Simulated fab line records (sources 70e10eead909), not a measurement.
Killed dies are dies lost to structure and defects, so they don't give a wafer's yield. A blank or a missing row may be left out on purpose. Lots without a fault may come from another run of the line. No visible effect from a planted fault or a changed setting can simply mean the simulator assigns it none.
Shared-tool check | flow nand_harc | Sample size 13 lots and 45 wafers

## WHY IT WAS OPENED
On 2 of the 13 lots, a flag is raised at NHARC_A_ONON_D1_THK_MEAS_21 on the reading thk_nm. Wafers without a fault read 1000 nm, standard deviation 8.8.
Rule: flag the lot when none of its wafers has a number, or when each of its wafers that has one lies beyond 4 standard deviations from that mean. The other lots count as sound.

lot  | measured     | on            | thk_nm (nm), wafer by wafer | flag
L343 | day 7 10:32  | film_metro-02 | 993 994 996                 |
L347 | day 8 20:23  | film_metro-01 | 991 989 991                 |
L348 | day 9 04:10  | film_metro-01 | 1004 1004 1004              |
L346 | day 9 14:09  | film_metro-02 | 1004 1004 1004              |
L351 | day 11 00:47 | film_metro-02 | 1010 1008 1011              |
L350 | day 11 00:47 | film_metro-01 | 999 998 999                 |
L352 | day 11 05:35 | film_metro-01 | 1009 1007 1005              |
L354 | day 11 14:24 | film_metro-02 | 998 998 997                 |
L356 | day 12 14:53 | film_metro-01 | 1001 1001 1001              |
L355 | day 12 14:54 | film_metro-02 | 990 989 991                 |
L361 | day 14 17:53 | film_metro-01 | 1007 1006 1006              |
L362 | day 15 09:19 | film_metro-01 | 631 633 631 633 632 633     | FLAGGED
L364 | day 16 05:50 | film_metro-02 | 611 612 610 612 610 610     | FLAGGED
On average the flagged lots' numbers are 622 nm, which is -378 nm against the usual, or -43 standard deviations.

## TOOL THAT RAN EACH LOT
2 process steps preceding the reading are held in the record, out of 1302 steps in the route. In each cell: the tool, then ch and the chambers that the sampled wafers went through, then the start.
lot  | flag    | NHARC_A_ZERO_WELL_RTA_16         | NHARC_A_ONON_D1_DEP_19
L343 |         | rtp_anneal-01 ch 0, day 6 01:10  | pecvd_onon-02 ch 0, day 7 10:05
L347 |         | rtp_anneal-02 ch 0, day 7 12:20  | pecvd_onon-02 ch 0, day 8 19:53
L348 |         | rtp_anneal-01 ch 0, day 7 18:16  | pecvd_onon-01 ch 0, day 9 03:43
L346 |         | rtp_anneal-02 ch 0, day 8 05:48  | pecvd_onon-01 ch 0, day 9 13:46
L351 |         | rtp_anneal-02 ch 0, day 9 00:47  | pecvd_onon-02 ch 0, day 11 00:20
L350 |         | rtp_anneal-01 ch 0, day 8 23:58  | pecvd_onon-01 ch 0, day 11 00:17
L352 |         | rtp_anneal-01 ch 0, day 9 21:49  | pecvd_onon-02 ch 0, day 11 05:05
L354 |         | rtp_anneal-02 ch 0, day 10 07:05 | pecvd_onon-02 ch 0, day 11 13:53
L356 |         | rtp_anneal-02 ch 0, day 11 05:47 | pecvd_onon-03 ch 0, day 12 14:23
L355 |         | rtp_anneal-02 ch 0, day 10 21:13 | pecvd_onon-01 ch 0, day 12 14:27
L361 |         | rtp_anneal-02 ch 0, day 13 11:07 | pecvd_onon-03 ch 0, day 14 17:30
L362 | FLAGGED | rtp_anneal-01 ch 0, day 14 02:01 | pecvd_onon-01 ch 0, day 15 08:52
L364 | FLAGGED | rtp_anneal-01 ch 0, day 14 19:24 | pecvd_onon-01 ch 0, day 16 05:22
What is done by these steps:
- NHARC_A_ZERO_WELL_RTA_16: time 10 s.
- NHARC_A_ONON_D1_DEP_19: target thk 1000 nm.
- NHARC_A_ONON_D1_THK_MEAS_21: measures by ellipsometry.

## FLAGGED AGAINST TOTAL, ONE TOOL AT A TIME (gauges that did the reading follow at the end)
step                        | tool          | lots run | flagged | share of the flagged lots | sound lots run after its first flagged lot
NHARC_A_ZERO_WELL_RTA_16    | rtp_anneal-01 | 6        | 2       | all                       | 0
NHARC_A_ZERO_WELL_RTA_16    | rtp_anneal-02 | 7        | 0       | none                      | -
NHARC_A_ONON_D1_DEP_19      | pecvd_onon-01 | 6        | 2       | all                       | 0
NHARC_A_ONON_D1_DEP_19      | pecvd_onon-02 | 5        | 0       | none                      | -
NHARC_A_ONON_D1_DEP_19      | pecvd_onon-03 | 2        | 0       | none                      | -
NHARC_A_ONON_D1_THK_MEAS_21 | film_metro-01 | 7        | 1       | some                      | 0
NHARC_A_ONON_D1_THK_MEAS_21 | film_metro-02 | 6        | 1       | some                      | 0

## THE TABLE: WHAT IT ALLOWS
Table rows that saw every flagged lot: 2, namely rtp_anneal-01 at NHARC_A_ZERO_WELL_RTA_16 and pecvd_onon-01 at NHARC_A_ONON_D1_DEP_19.
- rtp_anneal-01 at NHARC_A_ZERO_WELL_RTA_16 ran 6 lots, 2 of them flagged. Last sound lot L352 at day 9 21:49, first flagged lot L362 at day 14 02:01; a fault beginning in between fits.
- pecvd_onon-01 at NHARC_A_ONON_D1_DEP_19 ran 6 lots, 2 of them flagged. Last sound lot L355 at day 12 14:27, first flagged lot L362 at day 15 08:52; a fault beginning in between fits.
These 2 tools cannot be told apart by counting lots, since each of them fits a fault that started at some hour. More lots, or a look at what each step does to the wafer, might.

## WHAT THE SIMULATOR HAD PUT IN
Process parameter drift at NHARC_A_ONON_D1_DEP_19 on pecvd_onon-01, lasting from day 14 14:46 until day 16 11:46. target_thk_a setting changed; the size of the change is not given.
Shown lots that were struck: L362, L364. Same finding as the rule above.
